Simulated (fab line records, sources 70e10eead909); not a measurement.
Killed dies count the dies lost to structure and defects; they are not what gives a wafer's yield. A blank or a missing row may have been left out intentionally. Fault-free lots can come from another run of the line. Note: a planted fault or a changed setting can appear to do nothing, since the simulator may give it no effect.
Struck lot and sound lot, side by side	flow nandHarc	15 out of 1302 route steps
Sound: these wafers, L419.2, L419.3, L419.5. Struck: wafer L416.3 (left out: L416.4, a lot-mate that was not struck); the cause follows at the end.
Per side, at each step with rows, come the tool, then ch with its chambers, and then its first start. Under that, the readings that differ: sound wafers	struck wafers	difference of the means	sigmas: that difference in standard deviations of wafers without a fault.
alike: words and numbers the same on both sides, and readings whose means are apart by under 2 such deviations; not compared: readings that were withheld, readings missing a value for some wafer, numbers with overlapping values and no deviation given by the record, and bounds like >300 which may hide the same value.
A row with sigmas, a row that says differs or no value, or rows on one side alone: a step with any of these is where the two part. When numbers do not overlap yet have no deviation, they are printed without sigmas and do not part them. Lack of a reading on every wafer of one side parts them only where that side has two or more wafers.

first, 7 steps without rows for these wafers: NHARC_A_SGD_CUT_COAT_57 (time 65 s); NHARC_A_SGD_CUT_COAT_03 (resist thk 90 nm); NHARC_A_SGD_CUT_SOFTBAKE_04 (time 55 s); NHARC_A_SGD_CUT_EBR_05; NHARC_A_SGD_CUT_EXPOSE_06 (exposes mask SGD); NHARC_A_SGD_CUT_PEB_07 (peb time 65 s); NHARC_A_SGD_CUT_DEVELOP_08 (develop time 35 s).
NHARC_A_SGD_CUT_CD_MEAS_09: target cd 100 nm.
  sound on cdSem-03 ch 0, day 24 21:58; struck on cdSem-03 ch 0, day 23 00:59
  alike: cdNm
NHARC_A_SGD_CUT_OVL_MEAS_10:
  sound on overlay-01, day 24 22:04; struck on overlay-01, day 23 01:04
  alike: overlayXNm, overlayYNm
NHARC_A_SGD_CUT_INSPECT_11:
  sound on defectInspect-01, day 24 22:06; struck on defectInspect-01, day 23 01:06
  alike: rawDefectCount
NHARC_A_SGD_CUT_DESCUM_14: chemistry O2, time 3 s.
  sound on rieDiel-05 ch 0,1,3, day 24 22:11; struck on rieDiel-01 ch 3, day 23 01:11
  alike: drypumpMotorCurrentA, oesProductAu, rfVppV, showerheadPlenumPTorr, throttleValvePct
  not compared: rfHoursCounterH
NHARC_A_SGD_CUT_ETCH_58: etches the open film in CF4, target depth 39 nm, time 65 s.
  sound on rieDiel-05 ch 0,1, day 24 22:14; struck on rieDiel-01 ch 3, day 23 01:15
  alike: drypumpMotorCurrentA, oesProductAu, rfVppV, showerheadPlenumPTorr, throttleValvePct
  not compared: rfHoursCounterH
NHARC_A_SGD_CUT_ETCH_59: etches the open film in N2/H2, target depth 260 nm, time 406.25 s.
  sound on rieDiel-05 ch 0,1, day 24 22:20; struck on rieDiel-01 ch 0, day 23 01:22
reading	sound	struck	difference	sigmas
oesProductAu (a.u.)	0.995 0.991 0.990	0.841	-0.151	-15
  alike: drypumpMotorCurrentA, h2FlowSccm, rfVppV, showerheadPlenumPTorr, throttleValvePct
  not compared: rfHoursCounterH
NHARC_A_SGD_CUT_ETCH_15: etches the open film in CH3F/O2, target depth 75 nm, time 64.3 s.
  sound: rieDiel-05 ch 0,1; struck: rieDiel-01 ch 3
  alike: drypumpMotorCurrentA, oesProductAu, rfVppV, showerheadPlenumPTorr, throttleValvePct
  not compared: rfHoursCounterH
-- record jumps: 5 days between struck wafers' starts before vs after; left off in module A_SGD_CUT, resumes in module END, first step shown is number 1302 of the route --
NHARC_END_SORT_01:
  sound on prober-01 ch 0, day 30 09:49; struck on prober-02 ch 0, day 28 06:40
reading	sound	struck	difference	sigmas
killedAtArray	61 46 60	662	+606	+28
killedDies	66 58 63	673	+611	+28
  alike: killedAtOther, killedAtPeriphery, killedOpen, killedShort

## WHERE THEY PART
Earliest at NHARC_A_SGD_CUT_ETCH_59; latest, in this record, at NHARC_END_SORT_01.

WHY: whatever the simulator had introduced
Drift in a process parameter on rieDiel-01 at NHARC_A_SGD_CUT_ETCH_59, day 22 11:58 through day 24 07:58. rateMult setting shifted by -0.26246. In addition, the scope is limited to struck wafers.
